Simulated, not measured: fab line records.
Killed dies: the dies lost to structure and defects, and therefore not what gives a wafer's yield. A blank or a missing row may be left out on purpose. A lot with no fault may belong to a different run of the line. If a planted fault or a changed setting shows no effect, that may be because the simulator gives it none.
Matching of chambers / flow nandHarc / pecvd-03 running NHARC_A_STAIRCASE_DEP_156: 3 sister chambers
The step deposits SiNx, target thk 50 nm. 6 wafers are shown with their chamber, then 7 later ones without.

## WAFERS PAIRED WITH THEIR CHAMBERS
wafer=L085.5; chamber=2; heaterPowerW (W)=660; heaterPowerOuterW (W)=405
wafer=L088.3; chamber=2; heaterPowerW (W)=664; heaterPowerOuterW (W)=419
wafer=L088.4; chamber=0; heaterPowerW (W)=592; heaterPowerOuterW (W)=310
wafer=L088.6; chamber=1; heaterPowerW (W)=848; heaterPowerOuterW (W)=479
wafer=L091.1; chamber=0; heaterPowerW (W)=570; heaterPowerOuterW (W)=302
wafer=L091.3; chamber=1; heaterPowerW (W)=859; heaterPowerOuterW (W)=477

## WAFERS WHOSE CHAMBER IS MISSING
wafer=L091.4; heaterPowerW (W)=576; heaterPowerOuterW (W)=304
wafer=L094.2; heaterPowerW (W)=529; heaterPowerOuterW (W)=263
wafer=L094.5; heaterPowerW (W)=655; heaterPowerOuterW (W)=387
wafer=L094.6; heaterPowerW (W)=521; heaterPowerOuterW (W)=264
wafer=L093.1; heaterPowerW (W)=682; heaterPowerOuterW (W)=388
wafer=L093.5; heaterPowerW (W)=566; heaterPowerOuterW (W)=310
wafer=L093.6; heaterPowerW (W)=787; heaterPowerOuterW (W)=458

## WHICH CHAMBER EACH ONE RAN IN
wafer=L091.4; from the rows above=0; in truth=0
wafer=L094.2; from the rows above=0; in truth=0
wafer=L094.5; from the rows above=2; in truth=2
wafer=L094.6; from the rows above=0; in truth=0
wafer=L093.1; from the rows above=2; in truth=2
wafer=L093.5; from the rows above=0; in truth=0
wafer=L093.6; from the rows above=1; in truth=1
Correct placement for 7 of the 7. From these rows, 0 cannot be placed. Wrongly placed: 0.
How it was worked out, from the rows above alone: a wafer's distance from a chamber is the root of the sum, over the readings, of the square of ((its reading less the chamber's mean) divided by the reading's scatter). The wafer belongs to the nearest chamber; if the next one is less than 2 further off, it can't be placed. The mean given for a chamber averages the wafers shown for that chamber. The scatter is the square root of a quotient: the sum, over the shown wafers, of each reading's squared deviation from its chamber's mean, divided by wafers minus chambers.
